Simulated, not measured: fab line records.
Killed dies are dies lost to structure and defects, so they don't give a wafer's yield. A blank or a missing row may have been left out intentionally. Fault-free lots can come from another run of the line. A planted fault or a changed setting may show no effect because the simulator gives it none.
Matching of chambers || flow nand_harc || 4 sister chambers for NHARC_P_CONTACT_DESCUM_17 on rie_diel-02
The step chemistry O2, time 3 s. 4 wafers are shown with their chamber, then 10 later ones without.

## WAFERS PAIRED WITH THEIR CHAMBERS
{"wafer": "L087.3", "chamber": 1, "drypump_motor_current_A (A)": 6.5}
{"wafer": "L088.6", "chamber": 3, "drypump_motor_current_A (A)": 5.7}
{"wafer": "L090.4", "chamber": 2, "drypump_motor_current_A (A)": 5.1}
{"wafer": "L090.5", "chamber": 0, "drypump_motor_current_A (A)": 6.0}

## WAFERS MISSING THEIR CHAMBER
{"wafer": "L090.6", "drypump_motor_current_A (A)": 5.8}
{"wafer": "L095.1", "drypump_motor_current_A (A)": 5.7}
{"wafer": "L095.4", "drypump_motor_current_A (A)": 6.5}
{"wafer": "L095.5", "drypump_motor_current_A (A)": 5.8}
{"wafer": "L096.1", "drypump_motor_current_A (A)": 6.5}
{"wafer": "L096.5", "drypump_motor_current_A (A)": 6.5}
{"wafer": "L096.6", "drypump_motor_current_A (A)": 5.1}
{"wafer": "L097.1", "drypump_motor_current_A (A)": 6.5}
{"wafer": "L097.2", "drypump_motor_current_A (A)": 5.1}
{"wafer": "L097.6", "drypump_motor_current_A (A)": 6.0}

## WHICH CHAMBER EACH ONE RAN IN
{"wafer": "L090.6", "from the rows above": 3, "in truth": 3}
{"wafer": "L095.1", "from the rows above": 3, "in truth": 3}
{"wafer": "L095.4", "from the rows above": 1, "in truth": 1}
{"wafer": "L095.5", "from the rows above": 3, "in truth": 3}
{"wafer": "L096.1", "from the rows above": 1, "in truth": 1}
{"wafer": "L096.5", "from the rows above": 1, "in truth": 1}
{"wafer": "L096.6", "from the rows above": 2, "in truth": 2}
{"wafer": "L097.1", "from the rows above": 1, "in truth": 1}
{"wafer": "L097.2", "from the rows above": 2, "in truth": 2}
{"wafer": "L097.6", "from the rows above": 0, "in truth": 0}
Correctly placed: 10 of 10. Number that these rows cannot place: 0. Wrongly placed: 0.
How it was worked out, from the rows above alone: a wafer's distance from a chamber is the root of the sum, over the readings, of the square of ((its reading less the chamber's mean) divided by the reading's scatter). The wafer belongs to the nearest chamber; if the next one is less than 2 further off, it can't be placed. The mean given for a chamber averages the wafers shown for that chamber. The scatter (one wafer shown for each chamber): square how far every hidden wafer sits from the nearest shown wafer, average those squares and take the square root.
